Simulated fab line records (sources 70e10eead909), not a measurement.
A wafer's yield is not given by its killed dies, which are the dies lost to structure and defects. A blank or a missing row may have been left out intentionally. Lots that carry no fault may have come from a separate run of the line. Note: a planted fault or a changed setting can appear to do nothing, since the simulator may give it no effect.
fab line records    flow nand-harc
[record] lots = 14  wafers = 42  last-day = 33
route steps=1302 shown A_SOURCE_PLATE@423 A_ONON_D1@440
lots with no fault: from the same line, run without faults
start-h: start of the lot's first displayed wafer, in hours after the record's first day    wait-h: hours since the lot's step before    " the same as in the row above    L1.1+2: a single row standing in for several wafers    - either no value or no given start    * or withheld: withheld    < > ~ a bound
route shown NAME@n: a module of which the file shows steps, and the number in the route of the first    usual: mean/standard deviation of fault-free wafers    same: alike in all rows    chamber/n: place in a boat    sites: each site's reading    _std_site: standard deviation across them    _edge_site: outer sites' mean less inner sites'    radius-mm: how far each site lies from the wafer's centre    mask NAME#n: copy n    behind: tool/chamber where the wafer was last shaped    hold: why the lot went on hold/how many hours it stayed there/how the hold came to an end    device: transistor that didn't switch, given as n, p or np    end of line: tests run on the same wafers once the route is complete    step lacking rows: just its recipe    killed: at the first sort, the dies lost to defects and structure; wafer yield is something else    map: a wafer's dies, marking killed ones x, the rest . and places with no die _
set.NAME: the run value of the setting; set.NAME@STEP: its run value at that earlier step    model.NAME: the simulator's own value behind a step, which no gauge read
route steps across a sampled set of lots; one table per step, one row per wafer
services: when a tool's chamber went out of use (start-h, in hours from the record's first day, below 0 if earlier), for how many hours, and the reason
[[steps]]
[step NHARC_A_SOURCE_PLATE_INSPECT_08]
[usual] raw-defect-count = 56/25
lot.wafer  tool               chamber  start-h  wait-h  raw-defect-count
L640.2     defect-inspect-01  -        155.82   0.0     34
L640.3     "                  -        "        "       54
L640.6     "                  -        "        "       41
L641.3     defect-inspect-01  -        165.81   0.0     54
L641.4     "                  -        "        "       64
L641.6     "                  -        "        "       136
L642.1     defect-inspect-02  -        180.77   0.0     56
L642.5     "                  -        "        "       42
L642.6     "                  -        "        "       34
L643.1     defect-inspect-02  -        187.39   0.0     65
L643.4     "                  -        "        "       53
L643.5     "                  -        "        "       69
L645.1     defect-inspect-02  -        210.86   0.0     30
L645.4     "                  -        "        "       63
L645.6     "                  -        "        "       39
L646.1     defect-inspect-01  -        229.97   0.0     33
L646.2     "                  -        "        "       69
L646.5     "                  -        "        "       49
L648.1     defect-inspect-02  -        240.88   0.0     35
L648.3     "                  -        "        "       74
L648.6     "                  -        "        "       56
L653.1     defect-inspect-02  -        285.18   0.0     45
L653.5     "                  -        "        "       29
L653.6     "                  -        "        "       33
L654.1     defect-inspect-02  -        304.81   0.0     49
L654.4     "                  -        "        "       51
L654.6     "                  -        "        "       57
L656.1     defect-inspect-01  -        328.94   0.0     98
L656.4     "                  -        "        "       90
L656.5     "                  -        "        "       87
L660.1     defect-inspect-02  -        361.39   0.0     54
L660.4     "                  -        "        "       45
L660.6     "                  -        "        "       55
L661.2     defect-inspect-02  -        380.33   0.0     62
L661.5     "                  -        "        "       164
L661.6     "                  -        "        "       45
L662.1     defect-inspect-01  -        391.07   0.0     39
L662.3     "                  -        "        "       40
L662.6     "                  -        "        "       63
L663.1     defect-inspect-02  -        395.74   0.0     60
L663.2     "                  -        "        "       114
L663.3     "                  -        "        "       62
[step NHARC_A_ONON_D1_DEP_22]
[recipe] target-thk-a = 10000  n2-flow-sccm = 2750  n2o-flow-sccm = 2000  nh3-flow-sccm = 500  sih4-flow-sccm = 210  temp-c = 400
lot.wafer   tool           chamber  start-h  wait-h
L640.2+3+6  pecvd-onon-01  0        167.41   0.1
L641.3+4+6  pecvd-onon-02  0        177.22   0.2
L642.1+5+6  pecvd-onon-03  0        195.44   0.1
L643.1+4+5  pecvd-onon-03  0        198.99   0.1
L645.1+4+6  pecvd-onon-01  0        224.87   0.1
L646.1+2+5  pecvd-onon-03  0        241.23   0.1
L648.1+3+6  pecvd-onon-01  0        254.77   0.1
L653.1+5+6  pecvd-onon-02  0        297.91   0.1
L654.1+4+6  pecvd-onon-02  0        316.35   0.1
L656.1+4+5  pecvd-onon-01  0        340.65   0.1
L660.1+4+6  pecvd-onon-01  0        372.39   0.1
L661.2+5+6  pecvd-onon-02  0        393.00   0.1
L662.1+3+6  pecvd-onon-02  0        402.35   0.1
L663.1+2+3  pecvd-onon-02  0        406.97   0.1
[step NHARC_A_ONON_D1_THK_MEAS_24]
[recipe] thk-meas-gauge = ellipsometry
[usual] thk-nm = 1001/10
lot.wafer  tool           chamber  start-h  wait-h  thk-nm
L640.2     film-metro-02  -        167.86   -       993
L640.3     "              -        "        "       993
L640.6     "              -        "        "       993
L641.3     film-metro-02  -        177.62   -       1000
L641.4     "              -        "        "       1001
L641.6     "              -        "        "       1002
L642.1     film-metro-01  -        195.96   -       995
L642.5     "              -        "        "       995
L642.6     "              -        "        "       996
L643.1     film-metro-01  -        199.50   -       992
L643.4     "              -        "        "       992
L643.5     "              -        "        "       992
L645.1     film-metro-01  -        225.38   -       992
L645.4     "              -        "        "       993
L645.6     "              -        "        "       992
L646.1     film-metro-01  -        241.74   -       1021
L646.2     "              -        "        "       1023
L646.5     "              -        "        "       1022
L648.1     film-metro-01  -        255.28   -       1007
L648.3     "              -        "        "       1007
L648.6     "              -        "        "       1007
L653.1     film-metro-02  -        298.44   -       918
L653.5     "              -        "        "       918
L653.6     "              -        "        "       996
L654.1     film-metro-02  -        316.85   -       918
L654.4     "              -        "        "       999
L654.6     "              -        "        "       999
L656.1     film-metro-01  -        341.15   -       994
L656.4     "              -        "        "       996
L656.5     "              -        "        "       996
L660.1     film-metro-02  -        372.91   -       1029
L660.4     "              -        "        "       1030
L660.6     "              -        "        "       1031
L661.2     film-metro-01  -        393.45   -       1005
L661.5     "              -        "        "       1005
L661.6     "              -        "        "       1006
L662.1     film-metro-01  -        402.86   -       1008
L662.3     "              -        "        "       1010
L662.6     "              -        "        "       1008
L663.1     film-metro-02  -        407.48   -       1007
L663.2     "              -        "        "       1007
L663.3     "              -        "        "       1006
[step NHARC_A_ONON_D1_DEP_33]
[recipe] target-thk-a = 2000  temp-c = 400  pressure-torr = 6.5  rf-w = 900  teos-flow-sccm = 161.4  flow-sccm = 2650  target-thk-nm = 200  gas = O2  material = SiO2
[usual] heater-power-w = 549/82  throttle-valve-pct = 16.1/0.51
lot.wafer  tool      chamber  start-h  wait-h  heater-power-w  throttle-valve-pct
L640.3     pecvd-01  1        169.06   0.1     660             15.5
L640.2     "         2        "        "       591             16.1
L640.6     "         1        "        "       662             15.6
L641.3     pecvd-01  1        178.86   0.1     644             15.8
L641.4     "         0        "        "       542             16.0
L641.6     "         2        "        "       486             16.1
L642.1     pecvd-02  2        197.19   0.1     468             16.8
L642.5     "         1        "        "       575             17.2
L642.6     "         2        "        "       494             16.4
L643.1     pecvd-04  0        200.79   0.1     498             16.0
L643.4     "         2        "        "       471             16.6
L643.5     "         0        "        "       504             15.8
L645.1     pecvd-01  1        226.56   0.1     613             15.9
L645.4     "         1        "        "       635             15.6
L645.6     "         0        "        "       594             16.0
L646.2     pecvd-04  0        242.93   0.1     458             16.1
L646.1     "         2        "        "       504             16.4
L646.5     "         2        "        "       532             16.4
L648.1     pecvd-02  2        256.47   0.1     415             16.4
L648.3     "         0        "        "       510             14.9
L648.6     "         1        "        "       676             16.7
L653.1     pecvd-04  1        299.67   0.1     542             15.7
L653.5     "         0        "        "       490             15.9
L653.6     "         1        "        "       570             15.9
L654.1     pecvd-02  2        318.08   0.1     441             16.5
L654.6     "         1        "        "       668             16.6
L654.4     "         0        "        "       515             15.1
L656.1     pecvd-04  1        342.59   0.1     475             16.0
L656.5     "         2        "        "       577             16.3
L656.4     "         1        "        "       514             15.9
L660.1     pecvd-04  0        374.15   0.1     477             15.6
L660.6     "         2        "        "       438             16.4
L660.4     "         1        "        "       531             15.9
L661.2     pecvd-02  2        394.64   0.1     440             16.5
L661.5     "         2        "        "       452             16.7
L661.6     "         1        "        "       660             17.0
L662.1     pecvd-04  0        404.05   0.1     492             15.7
L662.3     "         1        "        "       470             16.2
L662.6     "         1        "        "       480             16.1
L663.3     pecvd-04  0        408.67   0.1     419             15.8
L663.2     "         1        "        "       541             16.1
L663.1     "         2        "        "       580             16.8
[step NHARC_A_ONON_D1_INSPECT_32]
[usual] raw-defect-count = 68/26
lot.wafer  tool               chamber  start-h  wait-h  raw-defect-count
L640.2     defect-inspect-02  -        169.56   0.0     56
L640.3     "                  -        "        "       66
L640.6     "                  -        "        "       62
L641.3     defect-inspect-02  -        179.30   0.0     77
L641.4     "                  -        "        "       80
L641.6     "                  -        "        "       149
L642.1     defect-inspect-02  -        197.62   0.0     70
L642.5     "                  -        "        "       52
L642.6     "                  -        "        "       46
L643.1     defect-inspect-01  -        201.20   0.0     71
L643.4     "                  -        "        "       69
L643.5     "                  -        "        "       75
L645.1     defect-inspect-01  -        227.03   0.0     39
L645.4     "                  -        "        "       68
L645.6     "                  -        "        "       41
L646.1     defect-inspect-02  -        243.56   0.0     43
L646.2     "                  -        "        "       76
L646.5     "                  -        "        "       57
L648.1     defect-inspect-02  -        256.95   0.0     57
L648.3     "                  -        "        "       87
L648.6     "                  -        "        "       63
L653.1     defect-inspect-02  -        300.11   0.0     56
L653.5     "                  -        "        "       41
L653.6     "                  -        "        "       33
L654.1     defect-inspect-02  -        318.52   0.0     66
L654.4     "                  -        "        "       75
L654.6     "                  -        "        "       82
L656.1     defect-inspect-01  -        342.97   0.0     111
L656.4     "                  -        "        "       95
L656.5     "                  -        "        "       97
L660.1     defect-inspect-02  -        374.58   0.0     62
L660.4     "                  -        "        "       69
L660.6     "                  -        "        "       61
L661.2     defect-inspect-01  -        395.12   0.0     76
L661.5     "                  -        "        "       184
L661.6     "                  -        "        "       76
L662.1     defect-inspect-02  -        404.53   0.0     53
L662.3     "                  -        "        "       52
L662.6     "                  -        "        "       83
L663.1     defect-inspect-02  -        409.17   0.0     60
L663.2     "                  -        "        "       119
L663.3     "                  -        "        "       67
[[services]]
tool           chamber  start-h  hours  kind
pecvd-04       1        148.42   -      calibration
pecvd-01       1        170.03   3.9    repair
pecvd-onon-02  -        185.00   13.0   pm
pecvd-01       -        211.07   1.8    repair
pecvd-onon-03  -        227.07   13.0   pm
pecvd-02       -        227.80   13.0   pm
pecvd-01       -        228.00   5.8    repair
pecvd-04       1        240.33   20.2   repair
pecvd-01       2        255.69   17.1   repair
pecvd-01       1        262.29   4.7    repair
pecvd-onon-01  -        269.00   13.0   pm
pecvd-04       -        269.19   13.0   pm
pecvd-04       0        269.19   13.0   vent-cycle
pecvd-04       1        269.19   13.0   vent-cycle
pecvd-04       2        269.19   13.0   vent-cycle
pecvd-02       -        274.68   0.3    repair
pecvd-04       0        282.19   -      clean
pecvd-04       1        282.19   -      clean
pecvd-04       -        288.86   1.3    repair
pecvd-01       -        311.72   13.0   pm
pecvd-02       -        329.40   0.5    repair
pecvd-01       0        362.69   26.1   repair
pecvd-onon-02  -        366.00   13.0   pm
pecvd-onon-03  -        408.07   13.0   pm
[[key]]
[first-sign] step = NHARC_A_ONON_D1_THK_MEAS_24  reading = thk-nm  direction = down  sigmas = 7.9  usual = 1001  struck = 918
effect none on later readings
met-at NHARC_A_ONON_D1_DEP_22
struck-lots L653,L654
struck-wafers L653.1,L653.5,L654.1
sort-left-out L653.1,L653.5,L654.1
tester-left-out L653,L654
not-acting-at NHARC_A_SOURCE_PLATE_INSPECT_08,NHARC_A_ONON_D1_DEP_33,NHARC_A_ONON_D1_INSPECT_32
onset-between 177.22 297.91
[fault] kind = process-parameter-drift  tool = pecvd-onon-02  chamber = -  onset-h = 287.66  steps = NHARC_A_ONON_D1_DEP_22  channel = target-thk-a  offset = *  shape = step  end-h = 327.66  scope = struck-wafers-only  acts-in = *  stated = *
// tester-left-out: of these lots the tester's yield and bins aren't shown, on N5 and GAA mostly nor the transistor test; their killed dies are dies lost to structure and defects alone, not to doping, threshold or leakage, so they don't give the yield
// sort-left-out: the simulated sort isn't trusted on such a fault, so these wafers' sort isn't shown, and their yield isn't known
